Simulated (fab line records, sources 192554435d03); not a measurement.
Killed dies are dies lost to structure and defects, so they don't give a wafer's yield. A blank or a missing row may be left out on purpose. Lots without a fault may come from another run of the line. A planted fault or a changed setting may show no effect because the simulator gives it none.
Chamber matching | flow n5_finfet | N5_BEOL_M8_CURE_74 on uv_cure-02: 3 sister chambers
The step cures SiCOH lowk, time 240 s. 3 wafers are shown with their chamber, then 12 later ones without.

WAFERS WITH THEIR CHAMBER
wafer  | chamber | wafer_temp_C_max
L084.5 | 1       | 386.8
L089.6 | 0       | 387.1
L087.6 | 2       | 386.3

WAFERS WITHOUT THEIR CHAMBER
wafer  | wafer_temp_C_max
L087.3 | 386.7
L087.4 | 386.4
L087.5 | 386.4
L090.2 | 385.6
L090.3 | 386.7
L090.6 | 386.7
L095.1 | 386.7
L095.3 | 387.1
L095.6 | 387.2
L096.1 | 386.2
L096.5 | 386.4
L096.6 | 386.8

WHICH CHAMBER EACH WENT THROUGH
wafer  | from the rows above          | in truth
L087.3 | can't be placed: 1 or 2 or 0 | 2
L087.4 | can't be placed: 2 or 1      | 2
L087.5 | can't be placed: 2 or 1      | 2
L090.2 | 2                            | 2
L090.3 | can't be placed: 1 or 2 or 0 | 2
L090.6 | can't be placed: 1 or 2 or 0 | 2
L095.1 | can't be placed: 1 or 2 or 0 | 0
L095.3 | can't be placed: 0 or 1      | 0
L095.6 | can't be placed: 0 or 1      | 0
L096.1 | 2                            | 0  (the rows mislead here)
L096.5 | can't be placed: 2 or 1      | 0
L096.6 | can't be placed: 1 or 0      | 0
Placed correctly: 1 of 12. Can't be placed from these rows: 10 (the true chamber is among the candidates in 9). Placed wrongly: 1.
How it was worked out, from the rows above alone: a wafer's distance from a chamber is the root of the sum, over the readings, of the square of ((its reading less the chamber's mean) divided by the reading's scatter). The wafer belongs to the nearest chamber; if the next one is less than 2 further off, it can't be placed. A chamber's mean is the mean of its shown wafers. The scatter: with one shown wafer a chamber, the root of the mean of the squares of how far each hidden wafer lies from its nearest shown one.
